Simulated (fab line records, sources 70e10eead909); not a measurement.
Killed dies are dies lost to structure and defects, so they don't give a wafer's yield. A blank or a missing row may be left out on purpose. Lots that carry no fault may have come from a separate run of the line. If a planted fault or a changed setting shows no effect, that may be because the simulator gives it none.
Matching of chambers	flow nand-harc	pecvd-02 running NHARC_A_BONDPAD_DEP_00: 3 sister chambers
The step deposits SiCN, target thk 250 nm. 3 wafers are shown with their chamber, then 12 later ones without.

## WAFERS, EACH WITH ITS CHAMBER
wafer	chamber	heater-power-w (W)
L084.4	2	489
L086.4	0	499
L086.5	1	528

## WAFERS WITH NO CHAMBER GIVEN
wafer	heater-power-w (W)
L085.3	633
L085.5	457
L085.6	473
L091.1	496
L091.2	512
L091.3	612
L091.4	530
L091.5	614
L091.6	515
L093.2	596
L093.3	499
L093.6	625

## CHAMBER TAKEN BY EACH
wafer	from the rows above	in truth
L085.3	can't be placed: 1 or 0 or 2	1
L085.5	can't be placed: 2 or 0 or 1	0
L085.6	can't be placed: 2 or 0 or 1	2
L091.1	can't be placed: 0 or 2 or 1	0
L091.2	can't be placed: 0 or 1 or 2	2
L091.3	can't be placed: 1 or 0 or 2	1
L091.4	can't be placed: 1 or 0 or 2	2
L091.5	can't be placed: 1 or 0 or 2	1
L091.6	can't be placed: 1 or 0 or 2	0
L093.2	can't be placed: 1 or 0 or 2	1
L093.3	can't be placed: 0 or 2 or 1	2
L093.6	can't be placed: 1 or 0 or 2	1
Correct placement for 0 of the 12. Unplaceable from these rows: 12, with the true chamber sitting among the candidates in 12. Placed wrongly: 0.
How it was worked out, from the rows above alone: a wafer's distance from a chamber is the root of the sum, over the readings, of the square of ((its reading less the chamber's mean) divided by the reading's scatter). If the next closest chamber is less than 2 further off than the closest, the wafer can't be placed; otherwise it belongs to the closest. For every chamber, the mean is computed from those of its wafers that are shown. The scatter (one wafer shown for each chamber): square how far every hidden wafer sits from the nearest shown wafer, average those squares and take the square root.
